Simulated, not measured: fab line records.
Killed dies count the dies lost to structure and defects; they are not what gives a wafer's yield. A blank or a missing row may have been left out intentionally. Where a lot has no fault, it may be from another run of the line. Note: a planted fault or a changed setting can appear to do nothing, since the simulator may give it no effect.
Split-lot study -- flow n5_finfet -- 21 wafers read from 7 lots, route of 1938 steps

## ON THE SPLIT
At N5_PMOS_HMC_CHANNEL_EPI_HM_DEP_34 (deposits SiO2 from TEOS/O2, target thk 36 nm, time 6.9 s), the setting time_s was moved away from the recipe's 6.9 s on 8 of the 21 wafers read, by -14.4% to +13.4%. This setting was run at the recipe's value on the other wafers.

The reading comes from the split's own step.

## THE READING
SiO2_of_PMOS_HMC_CHANNEL_EPI_HM_DEP_34.thk_nm (the simulator's own value, which no gauge read), in nm, at N5_PMOS_HMC_CHANNEL_EPI_HM_DEP_34 (deposits SiO2 from TEOS/O2, target thk 36 nm, time 6.9 s). There is no usual value for it anywhere in the file. Average 35.74 nm, standard deviation 0.22 nm, over the 13 wafers here run with the recipe.

wafer,"tool, chamber at the split","time_s as run, s",against the recipe,"SiO2_of_PMOS_HMC_CHANNEL_EPI_HM_DEP_34.thk_nm, nm",against lot-mates on the recipe
L074.2,"pecvd-04, 2",6.9,recipe,35.63,-
L074.5,"pecvd-04, 0",6.9,recipe,35.57,-
L074.6,"pecvd-04, 1",6.9,recipe,35.48,-
L077.1,"pecvd-04, 1",6.9,recipe,35.51,-
L077.3,"pecvd-04, 0",6.9,recipe,35.47,-
L077.4,"pecvd-04, 0",6.348,-8.0%,33.45,-2.04
L079.3,"pecvd-03, 1",7.514,+8.9%,38.35,+2.38
L079.5,"pecvd-03, 2",7.514,+8.9%,39.17,+3.20
L079.6,"pecvd-03, 0",6.9,recipe,35.97,-
L080.2,"pecvd-01, 1",6.9,recipe,36,-
L080.3,"pecvd-01, 0",7.826,+13.4%,40.32,+4.32
L080.5,"pecvd-01, 2",7.826,+13.4%,41.42,+5.42
L090.4,"pecvd-03, 2",6.092,-11.7%,32.08,-3.68
L090.5,"pecvd-03, 1",6.9,recipe,35.9,-
L090.6,"pecvd-03, 0",6.9,recipe,35.62,-
L093.3,"pecvd-03, 2",5.904,-14.4%,30.41,-5.56
L093.5,"pecvd-03, 0",6.9,recipe,36.14,-
L093.6,"pecvd-03, 2",6.9,recipe,35.8,-
L097.1,"pecvd-01, 1",7.447,+7.9%,38.35,+2.60
L097.3,"pecvd-01, 2",6.9,recipe,35.93,-
L097.4,"pecvd-01, 0",6.9,recipe,35.56,-

THE FIT
A straight line over all 21 wafers: SiO2_of_PMOS_HMC_CHANNEL_EPI_HM_DEP_34.thk_nm changes by +0.352 nm for each +1% of time_s; r = +0.99; the points scatter about the line by 0.36 nm.
The same after taking each lot's own level away (the mean of its wafers on the recipe; 21 wafers): +0.344 nm for each +1%; r = +0.99; scatter 0.35 nm.
According to that fit, moving time_s by its largest amount changes the reading by 5 nm.
Measured against the standard deviation above, the lots' own levels, which go from 35.490 to 36.000 nm, span 2.3 times it.
The two slopes are in agreement: the lot-to-lot level therefore moves the slope only a little.
Check: for one of the wafers moved furthest among these (-14.4%), held out of the fit, the line's prediction against its lot-mates is -4.69 nm. It came out at -5.56 nm against them.

## ADDITIONAL SPLITS CARRIED BY THESE WAFERS
Note: prior to the reading, these wafers also went through further splits. Each is held against what the fit with the lots' levels taken away leaves over:
other split on the same wafers,wafers away from the commonest value,r with SiO2_of_PMOS_HMC_CHANNEL_EPI_HM_DEP_34.thk_nm (lot level and that fit taken away)
N5_ZERO_LAYER_EXPOSE_08 dose_mj,5,+0.42
N5_ZERO_LAYER_DESCUM_16 time_s,3,-0.26

## THE FILE'S OWN FIT
SiO2_of_PMOS_HMC_CHANNEL_EPI_HM_DEP_34.thk_nm changes by +0.342 nm for each +1% of time_s, r = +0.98.
